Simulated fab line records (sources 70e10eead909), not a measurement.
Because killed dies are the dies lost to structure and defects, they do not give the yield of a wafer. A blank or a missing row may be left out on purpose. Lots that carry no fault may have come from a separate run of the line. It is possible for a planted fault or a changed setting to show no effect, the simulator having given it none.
Matching of chambers :: flow nand harc :: NHARC_A_STAIRCASE_CMP_450 on cmp-04: 4 sister chambers
The step polishes SiO2, target thk 200 nm. 4 wafers are shown with their chamber, then 9 later ones without.

== WAFERS, EACH WITH ITS CHAMBER ==
wafer: L081.2
chamber: 2
motor current A (A): 10.5

wafer: L081.5
chamber: 0
motor current A (A): 12.1

wafer: L083.4
chamber: 3
motor current A (A): 11.3

wafer: L083.6
chamber: 1
motor current A (A): 11.5

== WAFERS MISSING THEIR CHAMBER ==
wafer: L087.1
motor current A (A): 11.4

wafer: L087.2
motor current A (A): 11.8

wafer: L087.4
motor current A (A): 11.0

wafer: L088.1
motor current A (A): 10.9

wafer: L088.5
motor current A (A): 12.1

wafer: L088.6
motor current A (A): 11.9

wafer: L095.2
motor current A (A): 11.6

wafer: L095.5
motor current A (A): 11.8

wafer: L095.6
motor current A (A): 12.3

== THE CHAMBER EACH PASSED THROUGH ==
wafer: L087.1
from the rows above: can't be placed: 1 or 3
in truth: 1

wafer: L087.2
from the rows above: can't be placed: 0 or 1 or 3
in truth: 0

wafer: L087.4
from the rows above: can't be placed: 3 or 1 or 2
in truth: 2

wafer: L088.1
from the rows above: can't be placed: 2 or 3 or 1
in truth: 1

wafer: L088.5
from the rows above: 0
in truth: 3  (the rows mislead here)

wafer: L088.6
from the rows above: can't be placed: 0 or 1 or 3
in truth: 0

wafer: L095.2
from the rows above: can't be placed: 1 or 3 or 0
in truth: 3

wafer: L095.5
from the rows above: can't be placed: 0 or 1 or 3
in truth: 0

wafer: L095.6
from the rows above: 0
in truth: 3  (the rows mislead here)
Correct placement for 0 of the 9. From these rows, 7 cannot be placed; in 7 the true chamber is one of the candidates. Wrongly placed: 2.
How it was worked out, from the rows above alone: a wafer's distance from a chamber is the root of the sum, over the readings, of the square of ((its reading less the chamber's mean) divided by the reading's scatter). The wafer belongs to the nearest chamber; if the next one is less than 2 further off, it can't be placed. A chamber's mean is the mean of its shown wafers. The scatter: with one shown wafer a chamber, the root of the mean of the squares of how far each hidden wafer lies from its nearest shown one.
